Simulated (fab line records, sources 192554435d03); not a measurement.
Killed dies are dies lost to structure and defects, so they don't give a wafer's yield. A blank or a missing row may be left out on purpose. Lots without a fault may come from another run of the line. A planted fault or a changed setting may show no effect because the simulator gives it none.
Chamber matching | flow n5_finfet | N5_BEOL_M4_STRIP_19 on rie_diel-01: 4 sister chambers
The step strips in O2. 36 wafers are shown with their chamber, then 12 later ones without.

WAFERS WITH THEIR CHAMBER
wafer  | chamber | drypump_motor_current_A (A) | showerhead_plenum_p_Torr (Torr) | throttle_valve_pct (%)
L075.1 | 1       | 5.1                         | 2.23                            | 16.55
L075.4 | 0       | 5.8                         | 2.12                            | 16.57
L075.5 | 3       | 6.3                         | 2.06                            | 16.67
L076.1 | 0       | 5.8                         | 2.12                            | 16.57
L076.2 | 3       | 6.3                         | 2.06                            | 16.64
L076.3 | 2       | 5.4                         | 2.23                            | 16.50
L076.4 | 1       | 5.1                         | 2.23                            | 16.54
L076.5 | 3       | 6.3                         | 2.06                            | 16.66
L076.6 | 0       | 5.7                         | 2.12                            | 16.56
L077.1 | 3       | 6.3                         | 2.06                            | 16.66
L077.4 | 0       | 5.8                         | 2.11                            | 16.58
L077.5 | 3       | 6.3                         | 2.06                            | 16.66
L083.1 | 3       | 6.3                         | 2.05                            | 16.68
L083.2 | 1       | 5.1                         | 2.22                            | 16.59
L083.3 | 2       | 5.3                         | 2.23                            | 16.52
L083.4 | 0       | 5.8                         | 2.11                            | 16.59
L083.5 | 3       | 6.3                         | 2.05                            | 16.68
L083.6 | 2       | 5.3                         | 2.23                            | 16.51
L084.1 | 1       | 5.1                         | 2.22                            | 16.59
L084.2 | 2       | 5.4                         | 2.23                            | 16.55
L084.3 | 3       | 6.3                         | 2.05                            | 16.70
L084.4 | 0       | 5.7                         | 2.11                            | 16.61
L084.5 | 2       | 5.4                         | 2.23                            | 16.53
L084.6 | 1       | 5.1                         | 2.22                            | 16.60
L086.1 | 2       | 5.3                         | 2.22                            | 16.54
L086.4 | 0       | 5.7                         | 2.11                            | 16.62
L086.5 | 0       | 5.8                         | 2.11                            | 16.59
L087.1 | 1       | 5.1                         | 2.22                            | 16.61
L087.2 | 3       | 6.3                         | 2.05                            | 16.71
L087.3 | 2       | 5.3                         | 2.22                            | 16.54
L087.4 | 0       | 5.8                         | 2.11                            | 16.61
L087.5 | 1       | 5.1                         | 2.22                            | 16.57
L087.6 | 2       | 5.3                         | 2.22                            | 16.55
L089.3 | 2       | 5.3                         | 2.22                            | 16.55
L089.4 | 2       | 5.3                         | 2.22                            | 16.55
L089.6 | 3       | 6.3                         | 2.05                            | 16.72

SIGNATURES (means of the wafers above)
reading                  | chamber 0 | chamber 1 | chamber 2 | chamber 3 | scatter within a chamber
drypump_motor_current_A  | 5.767     | 5.100     | 5.330     | 6.300     | 0.0358
showerhead_plenum_p_Torr | 2.1133    | 2.2229    | 2.2250    | 2.0550    | 0.00513
throttle_valve_pct       | 16.5889   | 16.5786   | 16.5340   | 16.6780   | 0.0226
Rule: a wafer's distance from a chamber is the root of the sum, over the readings, of the square of ((its reading less the chamber's mean) divided by the reading's scatter). The wafer belongs to the nearest chamber; if the next one is less than 2 further off, it can't be placed. The scatter: the root of (the sum of the squares of (reading less its chamber's mean) over the shown wafers, divided by (wafers less chambers)).

WAFERS WITHOUT THEIR CHAMBER
wafer  | drypump_motor_current_A (A) | showerhead_plenum_p_Torr (Torr) | throttle_valve_pct (%)
L092.2 | 5.3                         | 2.22                            | 16.57
L092.4 | 6.3                         | 2.05                            | 16.71
L092.5 | 5.1                         | 2.21                            | 16.62
L093.2 | 6.3                         | 2.05                            | 16.72
L093.3 | 5.3                         | 2.22                            | 16.56
L093.4 | 5.1                         | 2.21                            | 16.62
L095.1 | 5.1                         | 2.21                            | 16.64
L095.3 | 6.3                         | 2.04                            | 16.74
L095.6 | 5.1                         | 2.21                            | 16.64
L097.1 | 5.7                         | 2.10                            | 16.65
L097.2 | 5.3                         | 2.21                            | 16.60
L097.5 | 5.3                         | 2.21                            | 16.60

WHICH CHAMBER EACH WENT THROUGH
wafer  | from the rows above     | in truth
L092.2 | 2                       | 2
L092.4 | 3                       | 3
L092.5 | 1                       | 1
L093.2 | 3                       | 3
L093.3 | 2                       | 2
L093.4 | 1                       | 1
L095.1 | 1                       | 1
L095.3 | 3                       | 3
L095.6 | 1                       | 1
L097.1 | 0                       | 0
L097.2 | can't be placed: 2 or 1 | 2
L097.5 | can't be placed: 2 or 1 | 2
Placed correctly: 10 of 12. Can't be placed from these rows: 2 (the true chamber is among the candidates in 2). Placed wrongly: 0.
